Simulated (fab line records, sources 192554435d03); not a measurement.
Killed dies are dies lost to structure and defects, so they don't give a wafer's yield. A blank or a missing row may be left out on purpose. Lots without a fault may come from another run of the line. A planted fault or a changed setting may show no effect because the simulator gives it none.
Problem report in the 8D (eight disciplines) form, filled by code | flow n5_finfet | the parts of the form that need people (team, actions taken, sign-off) are left out

1. THE PROBLEM
trench_depth_nm at N5_BEOL_M7_OCD_MEAS_38 reads a mean of 139.3 nm on 3 wafers of 2 lots; wafers without a fault read 93.2 nm with a standard deviation of 1.7. That is +27 standard deviations from the usual mean.
First seen on wafer L283.3, day 14 04:18, on ocd-02. The record holds 26 wafers of 10 lots with a number at this step. Rule for "out", or "out of limits": more than 4 standard deviations from the usual mean. The other wafers with a number count as sound.

2. WHAT IT IS AND WHAT IT IS NOT
question                    | is                     | is not
which readings at this step | trench_depth_nm        | -
which lots                  | L283, L284             | L263, L264, L266, L269, L273, L275, L276, L280
which wafers of those lots  | L283.3, L284.3, L284.6 | L283.4
read on which gauges        | ocd-02                 | ocd-01
when                        | from day 14 04:18      | up to then (23 sound wafers)

3. SUSPECTS, AND WHAT RULES EACH OUT
Counting: a tool at a process step up to the reading stays a suspect if it ran every lot that is out. Sound lots after the first of them don't rule it out here, since some wafers of a struck lot are sound.
- the gauge at N5_BEOL_M7_OCD_MEAS_38: ruled out. All the wafers that are out were read on ocd-02, but those of them that N5_BEOL_M7_TRENCH_ETCH_37 has rows for are out there too, on other tools.
- rie_diel-01 at N5_BEOL_M7_ETCH_65 (etches SiARC in CF4, target depth 15.6 nm, time 26 s): kept. It ran every lot that is out, first L283 (day 14 03:55); its last sound lot up to then is L263 (day 9 09:19).
- rie_diel-01 at N5_BEOL_M7_STRIP_36 (strips in N2/H2): kept. It ran every lot that is out, first L283 (day 14 04:06); its last sound lot up to then is L263 (day 9 09:29).
- rie_diel-01 at N5_BEOL_M7_TRENCH_ETCH_37 (etches SiCOH lowk in C4F6/O2, target depth 93.478 nm, time 31.2 s): kept. It ran every lot that is out, first L283 (day 14 04:08); its last sound lot up to then is L263 (day 9 09:32). Its own readings are out on those wafers: oes_product_au.
Left after counting: rie_diel-01 at N5_BEOL_M7_ETCH_65, rie_diel-01 at N5_BEOL_M7_STRIP_36, rie_diel-01 at N5_BEOL_M7_TRENCH_ETCH_37.

4. THE CAUSE (what the simulator had put in)
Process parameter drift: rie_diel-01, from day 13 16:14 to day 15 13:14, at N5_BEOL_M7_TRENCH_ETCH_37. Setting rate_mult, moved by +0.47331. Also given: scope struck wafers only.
Counting left 3 suspects, and this tool is among them.

5. THE CHAIN OF EFFECTS, in route order
Each row: a reading whose mean over the struck wafers that have a number lies more than 3 standard deviations from the usual. Only readings for which the record gives a usual standard deviation are gone through. hours: the time from each lot's start at the first step in this table that gives one to its start at this step, as a median over the lots. sigmas: the change in usual standard deviations.
hours | step                      | reading         | usual        | on struck wafers | change | sigmas
0     | N5_BEOL_M7_TRENCH_ETCH_37 | oes_product_au  | 0.78 a.u.    | 1.19             | +0.41  | +4.8
0     | N5_BEOL_M7_OCD_MEAS_38    | trench_depth_nm | 93.2 nm      | 139.3            | +46.1  | +27
2     | N5_BEOL_M7_THK_MEAS_53    | M7_THK          | 77.8 nm      | 122.0            | +44.2  | +21
2     | N5_BEOL_M7_RS_MEAS_57     | M7_RS           | 0.289 ohm/sq | 0.173            | -0.116 | -13
The process steps in it:
- N5_BEOL_M7_TRENCH_ETCH_37: etches SiCOH lowk in C4F6/O2, target depth 93.478 nm, time 31.2 s.

6. WHAT WOULD HAVE CAUGHT IT SOONER
In this record the first reading out of limits at a measuring or inspecting step was taken at day 14 04:18, 12 hours after the fault began at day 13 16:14.
The tool's own readings at N5_BEOL_M7_TRENCH_ETCH_37 were out on every struck wafer that the step has a row for (oes_product_au): an alarm limit on them would have fired on the first of those.
Of the lots that are out (2), L284 began N5_BEOL_M7_TRENCH_ETCH_37 on rie_diel-01 after day 14 04:18. A hold on the tool at that time would have spared it.
